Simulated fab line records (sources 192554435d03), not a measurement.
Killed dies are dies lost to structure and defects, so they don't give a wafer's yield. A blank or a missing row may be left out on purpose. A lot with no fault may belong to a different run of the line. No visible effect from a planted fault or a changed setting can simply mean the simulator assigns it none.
Split-lot trial | flow n5_finfet | route with 1938 steps; 7 lots, 21 wafers read

ON THE SPLIT
At N5_BEOL_M6_COAT_64 (time 60 s, resist thk 12 nm), the setting spin_rpm was moved away from the recipe's 1500 rpm on 7 of the 21 wafers read, by -5.9% to +9.3%. For the rest of the wafers, this setting stayed at what the recipe calls for.

FROM THE SPLIT TO THE READING: what the file shows between them, 4 steps
- N5_BEOL_M6_COAT_71: time 60 s, resist thk 5 nm
- N5_BEOL_M6_COAT_22: resist thk 30 nm
- N5_BEOL_M6_DESCUM_33: chemistry O2, time 7 s
- N5_BEOL_M6_ETCH_72: etches underlayer in N2/H2, target depth 6.5 nm, time 5.2 s

THE READING
etch.depth_nm (the simulator's own value, which no gauge read), in nm, at N5_BEOL_M6_ETCH_65 (etches SiARC in CF4, target depth 15.6 nm, time 26 s). The file gives no usual value for it. The 14 wafers here that ran the recipe average 12.01 nm, standard deviation 0.037 nm.

wafer  | tool, chamber at the split | spin_rpm as run, rpm | against the recipe | etch.depth_nm, nm | against lot-mates on the recipe
L074.2 | litho_track-02, 0          | 1500                 | recipe             | 12                | -
L074.3 | litho_track-02, 0          | 1640                 | +9.3%              | 11.48             | -0.52
L074.6 | litho_track-02, 0          | 1500                 | recipe             | 12.01             | -
L081.3 | litho_track-04, 0          | 1500                 | recipe             | 11.99             | -
L081.4 | litho_track-04, 0          | 1500                 | recipe             | 12                | -
L081.6 | litho_track-04, 0          | 1420                 | -5.3%              | 12.3              | +0.30
L084.1 | litho_track-05, 0          | 1500                 | recipe             | 12.09             | -
L084.3 | litho_track-05, 0          | 1500                 | recipe             | 12.05             | -
L084.4 | litho_track-05, 0          | 1500                 | recipe             | 12.02             | -
L087.1 | litho_track-02, 0          | 1500                 | recipe             | 11.97             | -
L087.2 | litho_track-02, 0          | 1411                 | -5.9%              | 12.37             | +0.40
L087.5 | litho_track-02, 0          | 1411                 | -5.9%              | 12.33             | +0.36
L090.2 | litho_track-02, 0          | 1628                 | +8.5%              | 11.48             | -0.48
L090.5 | litho_track-02, 0          | 1500                 | recipe             | 11.96             | -
L090.6 | litho_track-02, 0          | 1628                 | +8.5%              | 11.47             | -0.49
L093.2 | litho_track-05, 0          | 1500                 | recipe             | 11.98             | -
L093.3 | litho_track-05, 0          | 1500                 | recipe             | 12.06             | -
L093.4 | litho_track-05, 0          | 1500                 | recipe             | 12.03             | -
L091.1 | litho_track-04, 0          | 1500                 | recipe             | 11.96             | -
L091.3 | litho_track-04, 0          | 1424                 | -5.1%              | 12.32             | +0.33
L091.6 | litho_track-04, 0          | 1500                 | recipe             | 12.02             | -

FIT RESULTS
A straight line over all 21 wafers: etch.depth_nm changes by -0.0594 nm for each +1% of spin_rpm; r = -0.99; the points scatter about the line by 0.035 nm.
The same after taking each lot's own level away (the mean of its wafers on the recipe; 21 wafers): -0.0588 nm for each +1%; r = -1.00; scatter 0.025 nm.
According to that fit, moving spin_rpm by its largest amount changes the reading by 0.55 nm.
The lots' own levels span 11.960 to 12.053 nm, that is 2.5 times the standard deviation above.
Consequently the slope shifts little with the lot-to-lot level, the two slopes agreeing.
Check: with one of the wafers moved furthest among these (+9.3%) left out of the fit, the line predicts -0.549 nm for it against its lot-mates. It came out at -0.525 nm against them.

THE WHOLE CHAIN: every reading that the file lists as answering this split, in the file's order
step               | what it does                                         | reading                                                                          | change (the file's fit)                | r (the file's)
N5_BEOL_M6_COAT_64 | time 60 s, resist thk 12 nm                          | SiARC_of_BEOL_M6_COAT_64.thk_nm (the simulator's own value, which no gauge read) | -0.0692 nm for each +1% of the setting | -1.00
N5_BEOL_M6_ETCH_65 | etches SiARC in CF4, target depth 15.6 nm, time 26 s | etch.depth_nm (the simulator's own value, which no gauge read)                   | -0.0586 nm for each +1% of the setting | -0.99

THE FILE'S OWN FIT
etch.depth_nm changes by -0.0586 nm for each +1% of spin_rpm, r = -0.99.
